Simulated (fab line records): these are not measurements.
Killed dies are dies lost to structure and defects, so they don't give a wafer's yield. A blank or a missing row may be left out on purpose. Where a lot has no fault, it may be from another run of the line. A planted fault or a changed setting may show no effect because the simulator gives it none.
fab line records	flow n5Finfet
record lots=7	wafers=21
route steps=1938 shown BEOL_M4@1070 BEOL_M5@1145 BEOL_M7@1263 BEOL_M8@1342
startH: hours from the record's opening day to when the first of the lot's shown wafers began	waitH: how many hours have passed since the lot's step before this one	" identical to the entry in the row above	L1.1+2: one row covering several wafers at once	- no value, or no start was given	* or withheld: withheld	< > ~ a bound
route shown NAME@n: NAME is a module with steps in the file, n the number in the route of the first one	usual: mean and standard deviation over wafers with no fault	same: alike in all rows	chamber/n: place in a boat	sites: readings site by site	_std_site: the values' standard deviation	_edge_site: outer sites' mean less inner sites'	radiusMm: how far each site lies from the wafer's centre	mask NAME#n: copy n	behind: tool/chamber where the wafer was last shaped	hold: why the lot was held/for how many hours/how that ended	device: whichever transistor did not switch (one of n, p or np)	end of line: the tests these same wafers got at the end of their route	where a step has no rows: the recipe by itself	killed: dies lost to structure and defects at the first sort, not the wafer's yield	map: the dies of a wafer, with x for killed, . for not killed, _ for no die there
set.NAME: the setting the step ran with; set.NAME@STEP: the setting that earlier step ran with	model.NAME: the simulator's own value behind a step, which no gauge read
lots run with intentionally changed settings; tables by step, rows by wafer
## steps
# step N5_BEOL_M4_TRENCH_ETCH_37
# recipe chemistry=C4F6/O2	targetDepthA=555.55	target=SiOC	timeS=29.2	ionEnergyEv=250	pressureMtorr=30	sourceW=355	biasW=185	Ar_flow_sccm=300	C4F6_flow_sccm=10	O2_flow_sccm=10
lot.wafer	tool	chamber	startH	waitH	set.timeS	model.etch.depthNm	model.BEOL_M4.featureDepthNm
L076.1	rieDiel-03	2	-	-	29.2	54.43	54.4
L076.4	"	0	"	"	29.2	57.01	57
L076.5	"	3	"	"	29.2	54.96	55
L077.1	rieDiel-03	0	-	-	23.38	46.3	46.2
L077.2	"	3	"	"	23.38	44.01	44
L077.4	"	1	"	"	29.2	57.08	57
L079.3	rieDiel-02	0	-	-	29.2	56.78	56.8
L079.4	"	0	"	"	29.2	57.18	57.2
L079.5	"	3	"	"	29.2	55.9	55.8
L089.2	rieDiel-02	2	-	-	32.67	64.31	64.4
L089.3	"	3	"	"	29.2	55.08	55
L089.6	"	0	"	"	29.2	57.27	57.2
L091.3	rieDiel-06	0	-	-	29.2	54.94	55
L091.5	"	1	"	"	29.2	55.17	55.2
L091.6	"	3	"	"	29.2	55.45	55.4
L090.1	rieDiel-03	2	-	-	29.2	54.13	54.2
L090.4	"	1	"	"	29.2	56.42	56.4
L090.5	"	3	"	"	29.2	56.24	56.2
L093.1	rieDiel-03	1	-	-	29.2	56.19	56.2
L093.2	"	3	"	"	29.2	55.42	55.4
L093.3	"	0	"	"	29.2	56.37	56.4
# step N5_BEOL_M4_ETCH_41
# recipe chemistry=CH3F/O2	target=SiCN	targetDepthA=299	taperDeg=2	timeS=52.5	ionEnergyEv=120	maskMaterial=TiN	pressureMtorr=30	sourceW=395	biasW=75	Ar_flow_sccm=150	CH3F_flow_sccm=30	O2_flow_sccm=20
# step N5_BEOL_M4_STRIP_97
# recipe chemistry=N2/H2	timeS=10	powerW=450	tempC=40	pressureMtorr=20	rfFrequencyHz=6e+07	biasPowerW=7	n2FlowSccm=200	h2FlowSccm=200
# step N5_BEOL_M4_OCD_MEAS_38
# usual trenchDepthNm=55.8/1.2
lot.wafer	tool	chamber	startH	waitH	set.timeS@BEOL_M4_TRENCH_ETCH_37	trenchDepthNm
L076.1	ocd-01	-	204.81	-	29.2	54.2
L076.4	"	-	"	"	29.2	57.1
L076.5	"	-	"	"	29.2	55.0
L077.1	ocd-02	-	220.44	-	23.38	46.4
L077.2	"	-	"	"	23.38	43.9
L077.4	"	-	"	"	29.2	57.6
L079.3	ocd-02	-	226.35	-	29.2	56.6
L079.4	"	-	"	"	29.2	56.9
L079.5	"	-	"	"	29.2	55.7
L089.2	ocd-02	-	300.99	-	32.67	64.6
L089.3	"	-	"	"	29.2	55.4
L089.6	"	-	"	"	29.2	56.8
L091.3	ocd-02	-	304.30	-	29.2	55.2
L091.5	"	-	"	"	29.2	55.6
L091.6	"	-	"	"	29.2	55.3
L090.1	ocd-01	-	304.31	-	29.2	54.2
L090.4	"	-	"	"	29.2	56.0
L090.5	"	-	"	"	29.2	56.6
L093.1	ocd-02	-	312.95	-	29.2	55.9
L093.2	"	-	"	"	29.2	55.2
L093.3	"	-	"	"	29.2	56.8
# step N5_BEOL_M4_HM_STRIP_39
# recipe chemistry=peroxideTinStrip	material=TiN	targetDepthA=250	tempC=50	timeS=158
# step N5_BEOL_M4_SRD_40
# recipe timeS=30	tempC=23	rinseLiquid=diw	dry=ipaMarangoni
# step N5_BEOL_M4_ECD_50
# recipe material=Cu	targetThkA=3000
# step N5_BEOL_M4_ANNEAL_51
# recipe tempC=225	timeS=90	ambient=N2
# step N5_BEOL_M4_CMP_52
# recipe stopOn=SiOC	tOverpolishS=6.8	downForcePsi=1	platenRpm=50	clearingPlatenDownForcePsi=1.5	clearingPlatenRpm=50	postCmpClean=cuAlkaline	targetThkNm=40	clearingPlatenPadVelocityMS=0.99484	padVelocityMS=0.99484
lot.wafer	tool	chamber	startH	waitH	set.timeS@BEOL_M4_TRENCH_ETCH_37	model.Cu_of_BEOL_M4_ECD_50.thkNm
L076.1	cmp-03	3	208.34	0.3	29.2	40
L076.4	"	0	"	"	29.2	40.8
L076.5	"	3	"	"	29.2	40.6
L077.1	cmp-03	3	225.49	0.3	23.38	30.8
L077.4	"	0	"	"	29.2	42
L077.2	"	1	"	"	23.38	28.6
L079.3	cmp-04	3	231.58	0.2	29.2	41.8
L079.4	"	0	"	"	29.2	42.8
L079.5	"	0	"	"	29.2	42.2
L089.3	cmp-04	0	304.82	0.2	29.2	41.6
L089.2	"	1	"	"	32.67	48.2
L089.6	"	2	"	"	29.2	42.6
L091.3	cmp-04	2	307.85	0.2	29.2	39.8
L091.5	"	1	"	"	29.2	40.8
L091.6	"	2	"	"	29.2	41.4
L090.4	cmp-04	3	309.34	0.1	29.2	42.4
L090.1	"	1	"	"	29.2	38.6
L090.5	"	3	"	"	29.2	41
L093.1	cmp-04	1	316.44	0.3	29.2	40.6
L093.3	"	2	"	"	29.2	41.2
L093.2	"	0	"	"	29.2	40.4
# step N5_BEOL_M4_THK_MEAS_53
# recipe thkMeasGauge=xrf	reads=Cu_of_BEOL_M4_ECD_50
# usual M4_THK=40.4/1.5
lot.wafer	tool	chamber	startH	waitH	set.timeS@BEOL_M4_TRENCH_ETCH_37	M4_THK[nm]
L076.1	filmMetro-02	-	208.64	-	29.2	40.1
L076.4	"	-	"	"	29.2	41.0
L076.5	"	-	"	"	29.2	40.6
L077.1	filmMetro-02	-	225.75	-	23.38	30.8
L077.2	"	-	"	"	23.38	28.4
L077.4	"	-	"	"	29.2	41.9
L079.3	filmMetro-02	-	231.88	-	29.2	41.4
L079.4	"	-	"	"	29.2	42.2
L079.5	"	-	"	"	29.2	41.8
L089.2	filmMetro-01	-	305.04	-	32.67	48.0
L089.3	"	-	"	"	29.2	41.5
L089.6	"	-	"	"	29.2	42.6
L091.3	filmMetro-01	-	308.11	-	29.2	39.7
L091.5	"	-	"	"	29.2	40.5
L091.6	"	-	"	"	29.2	41.1
L090.1	filmMetro-01	-	309.63	-	29.2	38.6
L090.4	"	-	"	"	29.2	42.5
L090.5	"	-	"	"	29.2	40.9
L093.1	filmMetro-02	-	316.74	-	29.2	40.3
L093.2	"	-	"	"	29.2	40.1
L093.3	"	-	"	"	29.2	40.8
# step N5_BEOL_M4_PRE_CLEAN_60
# recipe gas=NH3/H2	timeS=15	tempC=*	rfPowerW=300
# step N5_BEOL_M4_CO_CAP_55
# recipe material=Co	targetThkA=20	tempC=200	precursor=CCTBA/H2	pressureTorr=30	timeS=102.1
# step N5_BEOL_M4_PRE_CLEAN_56
# recipe gas=NH3	timeS=15	tempC=withheld	rfPowerW=300
# step N5_BEOL_M4_DEP_57
# recipe material=SiCN	targetThkA=80	tempC=withheld	precursor=3MS/NH3	pressureTorr=3	rfW=202	timeS=14
# step N5_BEOL_M4_RS_MEAS_58
# recipe thkMeasGauge=four-point-probe	reads=Co_of_BEOL_M4_CO_CAP_55+Cu_of_BEOL_M4_ECD_50+Co_of_BEOL_M4_CVD_47+TaN_of_BEOL_M4_ALD_84
# usual M4_RS=0.65/0.031
lot.wafer	tool	chamber	startH	waitH	set.timeS@BEOL_M4_TRENCH_ETCH_37	M4_RS[ohm/sq]
L076.1	filmMetro-02	-	208.90	0.0	29.2	0.67
L076.4	"	-	"	"	29.2	0.65
L076.5	"	-	"	"	29.2	0.66
L077.1	filmMetro-02	-	226.06	0.0	23.38	0.94
L077.2	"	-	"	"	23.38	1.04
L077.4	"	-	"	"	29.2	0.63
L079.3	filmMetro-01	-	232.14	0.1	29.2	0.63
L079.4	"	-	"	"	29.2	0.61
L079.5	"	-	"	"	29.2	0.62
L089.2	filmMetro-01	-	305.37	0.1	32.67	0.53
L089.3	"	-	"	"	29.2	0.64
L089.6	"	-	"	"	29.2	0.62
L091.3	filmMetro-01	-	308.37	0.1	29.2	0.67
L091.5	"	-	"	"	29.2	0.65
L091.6	"	-	"	"	29.2	0.64
L090.1	filmMetro-02	-	309.89	0.0	29.2	0.70
L090.4	"	-	"	"	29.2	0.62
L090.5	"	-	"	"	29.2	0.64
L093.1	filmMetro-02	-	317.00	0.0	29.2	0.65
L093.2	"	-	"	"	29.2	0.66
L093.3	"	-	"	"	29.2	0.64
# step N5_BEOL_M5_EXPOSE_25
# recipe maskId=V4	na=0.33	sourceShape=quasar	sigmaInner=0.2	sigmaOuter=0.6	polarization=unpolarized	defocusNm=10	doseMj=52.75
lot.wafer	tool	chamber	startH	waitH	mask	set.doseMj
L076.1+4+5	euvScanner-02	0	213.23	-	V4#0	52.75
L077.1+2	euvScanner-01	0	232.51	-	V4#0	52.75
L077.4	"	0	"	"	V4#0	55.06
L079.3+5	euvScanner-01	0	239.32	-	V4#0	50.44
L079.4	"	0	"	"	V4#0	52.75
L089.2+6	euvScanner-02	0	310.90	-	V4#0	52.75
L089.3	"	0	"	"	V4#0	56.1
L091.3+5+6	euvScanner-02	0	316.07	-	V4#0	52.75
L090.1	euvScanner-01	0	316.39	-	V4#0	52.75
L090.4+5	"	0	"	"	V4#0	54.93
L093.1+3	euvScanner-02	0	324.11	-	V4#0	52.75
L093.2	"	0	"	"	V4#0	49.03
# step N5_BEOL_M5_PEB_26
# recipe pebTempC=100	pebTimeS=60	resist=CAR-EUV
# step N5_BEOL_M5_DEVELOP_27
# recipe developTimeS=30	developer=TMAH	resist=CAR-EUV	rinseLiquid=surfactantRinse	dry=airSpin	devTempC=23
# step N5_BEOL_M5_CD_MEAS_28
# recipe targetCdNm=30.6	landingEnergyEv=500	detector=seInlens	targetCdYNm=20	polarity=opening
# usual cdNm=30.56/0.26
lot.wafer	tool	chamber	startH	waitH	set.doseMj@BEOL_M5_EXPOSE_25	cdNm
L076.1	cdSem-03	0	213.37	-	52.75	30.72
L076.4	"	0	"	"	52.75	30.48
L076.5	"	0	"	"	52.75	30.28
L077.1	cdSem-02	0	232.64	-	52.75	30.47
L077.2	"	0	"	"	52.75	30.68
L077.4	"	0	"	"	55.06	31.92
L079.3	cdSem-01	0	239.45	-	50.44	29.88
L079.4	"	0	"	"	52.75	30.53
L079.5	"	0	"	"	50.44	29.74
L089.2	cdSem-02	0	311.03	-	52.75	30.49
L089.3	"	0	"	"	56.1	32.66
L089.6	"	0	"	"	52.75	30.75
L091.3	cdSem-03	0	316.20	-	52.75	30.45
L091.5	"	0	"	"	52.75	30.14
L091.6	"	0	"	"	52.75	30.33
L090.1	cdSem-01	0	316.53	-	52.75	30.75
L090.4	"	0	"	"	54.93	31.71
L090.5	"	0	"	"	54.93	31.39
L093.1	cdSem-03	0	324.24	-	52.75	30.51
L093.2	"	0	"	"	49.03	28.66
L093.3	"	0	"	"	52.75	30.92
# step N5_BEOL_M5_DESCUM_33
# recipe chemistry=O2	timeS=7	sourcePowerW=50	biasPowerW=20	pressureMtorr=20	rfFrequencyHz=2.712e+07	tempC=40	resist=CAR-EUV	o2FlowSccm=225
# step N5_BEOL_M5_ETCH_75
# recipe chemistry=N2/H2	target=underlayer	targetDepthA=65	maskMaterial=CAR-EUV	timeS=5.2	ionEnergyEv=200	pressureMtorr=30	sourceW=840	biasW=150	n2FlowSccm=200	h2FlowSccm=200	ends=cleared
lot.wafer	tool	chamber	startH	waitH	set.doseMj@BEOL_M5_EXPOSE_25	model.BEOL_M5.cdNm
L076.1	rieDiel-04	0	213.53	0.0	52.75	28.2
L076.4	"	3	"	"	52.75	28
L076.5	"	1	"	"	52.75	27.8
L077.1	rieDiel-01	3	232.81	0.0	52.75	28.2
L077.2	"	2	"	"	52.75	27.8
L077.4	"	0	"	"	55.06	29.2
L079.3	rieDiel-04	0	239.60	0.0	50.44	27.4
L079.4	"	1	"	"	52.75	28.4
L079.5	"	3	"	"	50.44	27.2
L089.2	rieDiel-01	2	311.38	0.0	52.75	28
L089.3	"	0	"	"	56.1	29.4
L089.6	"	3	"	"	52.75	28.4
L091.3	rieDiel-04	0	317.51	0.0	52.75	28.6
L091.5	"	2	"	"	52.75	28
L091.6	"	0	"	"	52.75	27.8
L090.1	rieDiel-01	3	317.56	0.0	52.75	28.4
L090.4	"	0	"	"	54.93	28.8
L090.5	"	3	"	"	54.93	29.2
L093.1	rieDiel-01	2	324.40	0.0	52.75	28
L093.2	"	1	"	"	49.03	25.8
L093.3	"	0	"	"	52.75	27.8
# step N5_BEOL_M5_ETCH_67
# recipe chemistry=CF4	target=SiARC	targetDepthA=156	maskMaterial=CAR-EUV	timeS=26	ionEnergyEv=80	pressureMtorr=40	sourceW=545	biasW=36	Ar_flow_sccm=100	cf4FlowSccm=100	ends=cleared
lot.wafer	tool	chamber	startH	waitH	set.doseMj@BEOL_M5_EXPOSE_25	model.BEOL_M5.cdNm
L076.1	rieDiel-04	0	213.54	0.0	52.75	28.2
L076.4	"	3	"	"	52.75	28
L076.5	"	1	"	"	52.75	27.8
L077.1	rieDiel-01	3	232.83	0.0	52.75	28.2
L077.2	"	2	"	"	52.75	27.8
L077.4	"	0	"	"	55.06	29
L079.3	rieDiel-04	0	239.62	0.0	50.44	27.4
L079.4	"	1	"	"	52.75	28.2
L079.5	"	3	"	"	50.44	27.2
L089.2	rieDiel-01	2	311.40	0.0	52.75	28
L089.3	"	0	"	"	56.1	29.4
L089.6	"	3	"	"	52.75	28.6
L091.3	rieDiel-04	0	317.53	0.0	52.75	28.6
L091.5	"	2	"	"	52.75	28.2
L091.6	"	0	"	"	52.75	27.8
L090.1	rieDiel-01	3	317.57	0.0	52.75	28.6
L090.4	"	0	"	"	54.93	28.8
L090.5	"	3	"	"	54.93	29.2
L093.1	rieDiel-01	2	324.42	0.0	52.75	28
L093.2	"	1	"	"	49.03	25.8
L093.3	"	0	"	"	52.75	27.6
# step N5_BEOL_M7_ILD_DEP_00
# recipe material=SiCOH_lowk	targetThkA=1797.5	tempC=300	precursor=DEMS/porogen	pressureTorr=5	rfW=500	timeS=33.4
lot.wafer	tool	chamber	startH	waitH	set.timeS	model.SiCOH_lowk_of_BEOL_M7_ILD_DEP_00.thkNm
L076.1	pecvd-01	1	232.98	0.0	36.06	194.8
L076.4	"	1	"	"	33.4	182.2
L076.5	"	0	"	"	33.4	182.4
L077.1	pecvd-01	2	252.65	0.0	36.79	196.2
L077.2	"	0	"	"	33.4	176.6
L077.4	"	1	"	"	33.4	179.2
L079.3	pecvd-04	1	255.88	0.0	37.04	198.8
L079.4	"	1	"	"	37.04	198.2
L079.5	"	2	"	"	37.04	201
L089.2	pecvd-03	1	329.67	0.0	30.72	162.4
L089.3	"	0	"	"	33.4	175.6
L089.6	"	2	"	"	30.72	163.4
L091.3	pecvd-03	0	332.09	0.0	33.4	177.6
L091.5	"	2	"	"	33.4	178.4
L091.6	"	1	"	"	33.4	179.2
L090.1	pecvd-01	1	337.99	0.0	31.68	171.4
L090.4	"	1	"	"	31.68	173.2
L090.5	"	2	"	"	33.4	181.6
L093.1	pecvd-01	0	348.01	0.0	33.4	178.2
L093.2	"	2	"	"	33.4	179.2
L093.3	"	1	"	"	33.4	180.8
# step N5_BEOL_M7_CURE_74
# recipe tempC=385	timeS=240	ambient=He/Ar	material=SiCOH_lowk
lot.wafer	tool	chamber	startH	waitH	set.timeS@BEOL_M7_ILD_DEP_00	model.SiCOH_lowk_of_BEOL_M7_ILD_DEP_00.thkNm
L076.1	uvCure-03	1	233.04	0.0	36.06	168
L076.4	"	1	"	"	33.4	157.2
L076.5	"	1	"	"	33.4	157.4
L077.1	uvCure-01	0	252.72	0.0	36.79	169.2
L077.2	"	0	"	"	33.4	152.2
L077.4	"	0	"	"	33.4	154.4
L079.3	uvCure-03	2	256.11	0.2	37.04	171.6
L079.4	"	2	"	"	37.04	171.2
L079.5	"	2	"	"	37.04	173.6
L089.2	uvCure-01	1	329.81	0.1	30.72	139.8
L089.3	"	1	"	"	33.4	151.4
L089.6	"	1	"	"	30.72	140.8
L091.3	uvCure-03	1	332.31	0.2	33.4	153.2
L091.5	"	1	"	"	33.4	154
L091.6	"	1	"	"	33.4	154.6
L090.1	uvCure-02	1	338.06	0.0	31.68	147.8
L090.4	"	1	"	"	31.68	149.2
L090.5	"	1	"	"	33.4	156.6
L093.1	uvCure-03	0	350.63	2.6	33.4	153.6
L093.2	"	0	"	"	33.4	154.6
L093.3	"	0	"	"	33.4	156
# step N5_BEOL_M7_THK_MEAS_01
# recipe reads=SiCOH_lowk_of_BEOL_M7_ILD_DEP_00
# usual M7_ILD_THK=154.0/2.2
lot.wafer	tool	chamber	startH	waitH	set.timeS@BEOL_M7_ILD_DEP_00	M7_ILD_THK[nm]
L076.1	filmMetro-01	-	233.56	0.4	36.06	168.1
L076.4	"	-	"	"	33.4	157.0
L076.5	"	-	"	"	33.4	157.3
L077.1	filmMetro-02	-	253.23	0.4	36.79	169.4
L077.2	"	-	"	"	33.4	152.3
L077.4	"	-	"	"	33.4	154.5
L079.3	filmMetro-01	-	256.46	0.3	37.04	171.5
L079.4	"	-	"	"	37.04	171.2
L079.5	"	-	"	"	37.04	173.5
L089.2	filmMetro-02	-	330.25	0.4	30.72	139.9
L089.3	"	-	"	"	33.4	151.3
L089.6	"	-	"	"	30.72	140.7
L091.3	filmMetro-01	-	332.66	0.3	33.4	153.1
L091.5	"	-	"	"	33.4	153.9
L091.6	"	-	"	"	33.4	154.6
L090.1	filmMetro-02	-	338.57	0.4	31.68	147.7
L090.4	"	-	"	"	31.68	149.2
L090.5	"	-	"	"	33.4	156.6
L093.1	filmMetro-02	-	351.62	0.8	33.4	153.6
L093.2	"	-	"	"	33.4	154.6
L093.3	"	-	"	"	33.4	156.0
# step N5_BEOL_M7_COAT_71
# recipe resist=underlayer	tempC=205	timeS=60	spinRpm=1500	resistThkNm=5
lot.wafer	tool	chamber	startH	waitH	set.spinRpm
L076.1+4+5	lithoTrack-02	0	-	-	1500
L077.1	lithoTrack-05	0	-	-	1500
L077.2+4	"	0	"	"	1604
L079.3+4+5	lithoTrack-05	0	-	-	1500
L089.2+3+6	lithoTrack-04	0	-	-	1500
L091.3+5+6	lithoTrack-04	0	-	-	1500
L090.1+4+5	lithoTrack-02	0	-	-	1500
L093.1+2+3	lithoTrack-04	0	-	-	1560
# step N5_BEOL_M7_COAT_22
# recipe resist=CAR-EUV	spinRpm=1500	resistThkNm=30
# step N5_BEOL_M7_EBR_24
# recipe solvent=PGMEA	ebrWidthMm=1.5
# step N5_BEOL_M7_DESCUM_33
# recipe chemistry=O2	timeS=7	sourcePowerW=50	biasPowerW=20	pressureMtorr=20	rfFrequencyHz=2.712e+07	tempC=40	resist=CAR-EUV	o2FlowSccm=225
# step N5_BEOL_M7_ETCH_72
# recipe chemistry=N2/H2	target=underlayer	targetDepthA=65	maskMaterial=CAR-EUV	timeS=5.2	ionEnergyEv=200	pressureMtorr=30	sourceW=840	biasW=150	n2FlowSccm=200	h2FlowSccm=200	ends=cleared
lot.wafer	tool	chamber	startH	waitH	set.timeS@BEOL_M7_ILD_DEP_00	model.etch.depthNm
L076.1	rieDiel-05	1	236.47	0.0	36.06	5.004
L076.4	"	2	"	"	33.4	4.986
L076.5	"	1	"	"	33.4	4.994
L077.1	rieDiel-05	1	259.07	0.0	36.79	5.024
L077.2	"	0	"	"	33.4	4.863
L077.4	"	2	"	"	33.4	4.853
L079.3	rieDiel-04	2	261.29	0.0	37.04	5.022
L079.4	"	0	"	"	37.04	5.029
L079.5	"	2	"	"	37.04	5.02
L089.2	rieDiel-05	3	334.79	0.0	30.72	5.001
L089.3	"	1	"	"	33.4	5.011
L089.6	"	0	"	"	30.72	5.002
L091.3	rieDiel-01	3	335.29	0.0	33.4	5.007
L091.5	"	0	"	"	33.4	4.996
L091.6	"	1	"	"	33.4	5.002
L090.1	rieDiel-01	2	341.59	0.0	31.68	5.01
L090.4	"	0	"	"	31.68	5.021
L090.5	"	2	"	"	33.4	5.016
L093.1	rieDiel-04	2	356.87	0.0	33.4	4.925
L093.2	"	1	"	"	33.4	4.92
L093.3	"	3	"	"	33.4	4.914
# step N5_BEOL_M8_EXPOSE_08
# recipe maskId=M8	na=1.35	sourceShape=dipole	sigmaInner=0.817	sigmaOuter=0.97	polarization=te	doseMj=68.25
lot.wafer	tool	chamber	startH	waitH	mask	set.doseMj
L076.1+4	arfiScanner-01	0	244.96	-	M8#0	69.9
L076.5	"	0	"	"	M8#0	68.25
L077.1+2	arfiScanner-03	0	264.36	-	M8#0	68.25
L077.4	"	0	"	"	M8#0	70.39
L079.3+5	arfiScanner-03	0	267.29	-	M8#0	68.25
L079.4	"	0	"	"	M8#0	65.63
L089.2+6	arfiScanner-03	0	339.66	-	M8#0	73.19
L089.3	"	0	"	"	M8#0	68.25
L091.3+5+6	arfiScanner-02	0	340.10	-	M8#0	68.25
L090.1+4	arfiScanner-03	0	350.16	-	M8#0	68.25
L090.5	"	0	"	"	M8#0	66.26
L093.1+2+3	arfiScanner-02	0	361.59	-	M8#0	68.25
# step N5_BEOL_M8_PEB_09
# recipe pebTempC=withheld	pebTimeS=60	resist=CAR-ArF
# step N5_BEOL_M8_DEVELOP_10
# recipe developTimeS=30	developer=TMAH	resist=CAR-ArF	rinseLiquid=diw	dry=airSpin	devTempC=23
# step N5_BEOL_M8_CD_MEAS_11
# recipe targetCdNm=38.5	landingEnergyEv=500	detector=seInlens	polarity=opening
# usual cdNm=38.7/0.46
lot.wafer	tool	chamber	startH	waitH	set.doseMj@BEOL_M8_EXPOSE_08	cdNm
L076.1	cdSem-02	0	245.09	-	69.9	39.7
L076.4	"	0	"	"	69.9	39.9
L076.5	"	0	"	"	68.25	38.6
L077.1	cdSem-01	0	264.49	-	68.25	39.6
L077.2	"	0	"	"	68.25	39.2
L077.4	"	0	"	"	70.39	40.2
L079.3	cdSem-02	0	267.41	-	68.25	38.4
L079.4	"	0	"	"	65.63	37.9
L079.5	"	0	"	"	68.25	38.4
L089.2	cdSem-03	0	339.78	-	73.19	42.2
L089.3	"	0	"	"	68.25	38.9
L089.6	"	0	"	"	73.19	41.7
L091.3	cdSem-01	0	340.22	-	68.25	38.6
L091.5	"	0	"	"	68.25	38.8
L091.6	"	0	"	"	68.25	38.9
L090.1	cdSem-03	0	350.29	-	68.25	38.2
L090.4	"	0	"	"	68.25	37.7
L090.5	"	0	"	"	66.26	37.2
L093.1	cdSem-01	0	361.72	-	68.25	38.3
L093.2	"	0	"	"	68.25	38.2
L093.3	"	0	"	"	68.25	38.3
## key
split step=N5_BEOL_M4_TRENCH_ETCH_37	setting=timeS	stated=29.2	by=wafer
response step=N5_BEOL_M4_TRENCH_ETCH_37	reading=model.etch.depthNm	change=+0.621	per=1%	r=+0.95
response step=N5_BEOL_M4_TRENCH_ETCH_37	reading=model.BEOL_M4.featureDepthNm	change=+0.624	per=1%	r=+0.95
response step=N5_BEOL_M4_OCD_MEAS_38	reading=trenchDepthNm	change=+0.65	per=1%	r=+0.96
response step=N5_BEOL_M4_CMP_52	reading=model.Cu_of_BEOL_M4_ECD_50.thkNm	change=+0.59	per=1%	r=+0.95
response step=N5_BEOL_M4_THK_MEAS_53	reading=M4_THK	change=+0.589	per=1%	r=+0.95
response step=N5_BEOL_M4_RS_MEAS_58	reading=M4_RS	change=-0.0156	per=1%	r=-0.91
split step=N5_BEOL_M5_EXPOSE_25	setting=doseMj	stated=52.75	by=wafer
response step=N5_BEOL_M5_CD_MEAS_28	reading=cdNm	change=+0.274	per=1%	r=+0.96
response step=N5_BEOL_M5_ETCH_75	reading=model.BEOL_M5.cdNm	change=+0.24	per=1%	r=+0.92
response step=N5_BEOL_M5_ETCH_67	reading=model.BEOL_M5.cdNm	change=+0.213	per=1%	r=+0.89
split step=N5_BEOL_M7_ILD_DEP_00	setting=timeS	stated=33.4	by=wafer
response step=N5_BEOL_M7_ILD_DEP_00	reading=model.SiCOH_lowk_of_BEOL_M7_ILD_DEP_00.thkNm	change=+1.69	per=1%	r=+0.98
response step=N5_BEOL_M7_CURE_74	reading=model.SiCOH_lowk_of_BEOL_M7_ILD_DEP_00.thkNm	change=+1.47	per=1%	r=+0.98
response step=N5_BEOL_M7_THK_MEAS_01	reading=M7_ILD_THK	change=+1.48	per=1%	r=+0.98
response step=N5_BEOL_M7_ETCH_72	reading=model.etch.depthNm	shape=bent	atLowest=5.002	atStated=4.957	atHighest=5.024
split step=N5_BEOL_M7_COAT_71	setting=spinRpm	stated=1500	by=wafer
response none clear
split step=N5_BEOL_M8_EXPOSE_08	setting=doseMj	stated=68.25	by=wafer
response step=N5_BEOL_M8_CD_MEAS_11	reading=cdNm	change=+0.346	per=1%	r=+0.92
